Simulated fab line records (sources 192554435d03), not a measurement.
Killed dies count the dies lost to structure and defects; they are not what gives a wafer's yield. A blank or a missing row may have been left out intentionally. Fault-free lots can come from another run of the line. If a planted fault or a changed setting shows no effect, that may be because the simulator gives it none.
Split-lot experiment    flow n5_finfet    on a route of 1938 steps: 7 lots, 21 wafers read

ON THE SPLIT
At N5_BEOL_M14_PEB_26 (peb time 90 s), the setting peb_temp_c was moved away from the recipe's 130 C on 8 of the 21 wafers read, by -2.4% to +1.9%. For the rest of the wafers, this setting stayed at what the recipe calls for.

FROM THE SPLIT TO THE READING: what the file shows between them, 2 steps
- N5_BEOL_M14_DEVELOP_27: develop time 45 s
- N5_BEOL_M14_HARDBAKE_32: time 120 s

THE READING
cd_nm, in nm, at N5_BEOL_M14_CD_MEAS_28 (target cd 284.4 nm). Typical for fault-free wafers on this fab line: 284.6 nm, with standard deviation 1.5 nm.

wafer   tool, chamber at the split  peb_temp_c as run, C  against the recipe  cd_nm, nm  against lot-mates on the recipe
L078.1  litho_track-01, 0           130                   recipe              282.9      -
L078.3  litho_track-01, 0           130                   recipe              283.9      -
L078.5  litho_track-01, 0           130                   recipe              283.5      -
L077.1  litho_track-01, 0           128.8                 -0.9%               276.5      -8.6
L077.3  litho_track-01, 0           130                   recipe              285.1      -
L077.6  litho_track-01, 0           128.8                 -0.9%               280.3      -4.8
L079.1  litho_track-02, 0           130                   recipe              286.4      -
L079.4  litho_track-02, 0           130                   recipe              284.2      -
L079.5  litho_track-02, 0           130                   recipe              284.9      -
L088.1  litho_track-05, 0           127                   -2.3%               266.9      -18.4
L088.2  litho_track-05, 0           130                   recipe              284.7      -
L088.5  litho_track-05, 0           130                   recipe              285.8      -
L089.3  litho_track-05, 0           130                   recipe              285.3      -
L089.4  litho_track-05, 0           128.4                 -1.2%               280.0      -4.7
L089.5  litho_track-05, 0           130                   recipe              284.1      -
L090.1  litho_track-02, 0           126.9                 -2.4%               266.8      no lot-mate on the recipe
L090.5  litho_track-02, 0           126.9                 -2.4%               268.8      no lot-mate on the recipe
L090.6  litho_track-02, 0           126.9                 -2.4%               268.0      no lot-mate on the recipe
L097.3  litho_track-02, 0           132.5                 +1.9%               295.3      +11.5
L097.4  litho_track-02, 0           130                   recipe              282.4      -
L097.5  litho_track-02, 0           130                   recipe              285.2      -

FIT RESULTS
A straight line over all 21 wafers: cd_nm changes by +6.69 nm for each +1% of peb_temp_c; r = +0.98; the points scatter about the line by 1.6 nm.
The same after taking each lot's own level away (the mean of its wafers on the recipe; 18 wafers): +6.72 nm for each +1%; r = +0.96; scatter 1.6 nm.
Per that fit: largest peb_temp_c move, reading shift of 16 nm.
Across the lots, their own levels run from 283.43 to 285.25 nm, a range of 1.2 times the standard deviation given above.
Hence the lot-to-lot level has little effect on the slope; both slopes agree.
Check: for one of the wafers moved furthest among these (-2.3%), held out of the fit, the line's prediction against its lot-mates is -13.4 nm. Against them it came out at -18.4 nm.

THE OTHER SPLITS THESE WAFERS WENT THROUGH
Before the reading, these wafers also passed through other splits. Each is held against what the fit with the lots' levels taken away leaves over:
other split on the same wafers  wafers away from the commonest value  r with cd_nm (lot level and that fit taken away)
N5_BEOL_M11_PECVD_70 time_s     7                                     +0.04
N5_BEOL_M13_EXPOSE_07 dose_mj   7                                     -0.08

THE WHOLE CHAIN: every reading that the file lists as answering this split, in the file's order
step                        what it does                                                     reading                                                          change (the file's fit)               r (the file's)
N5_BEOL_M14_CD_MEAS_28      target cd 284.4 nm                                               cd_nm                                                            +6.72 nm for each +1% of the setting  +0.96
N5_BEOL_M14_DESCUM_33       chemistry O2, time 7.9 s                                         BEOL_M14.cd_nm (the simulator's own value, which no gauge read)  +6.69 nm for each +1% of the setting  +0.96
N5_BEOL_M14_ETCH_68         etches SOC in N2/H2, time 450 s                                  BEOL_M14.cd_nm (the simulator's own value, which no gauge read)  +7.22 nm for each +1% of the setting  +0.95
N5_BEOL_M14_TRENCH_ETCH_34  etches SiO2 in C4F8/O2/Ar, target depth 556.65 nm, time 126.9 s  BEOL_M14.cd_nm (the simulator's own value, which no gauge read)  +7.1 nm for each +1% of the setting   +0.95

FILE'S OWN FIT
cd_nm changes by +6.72 nm for each +1% of peb_temp_c, r = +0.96.
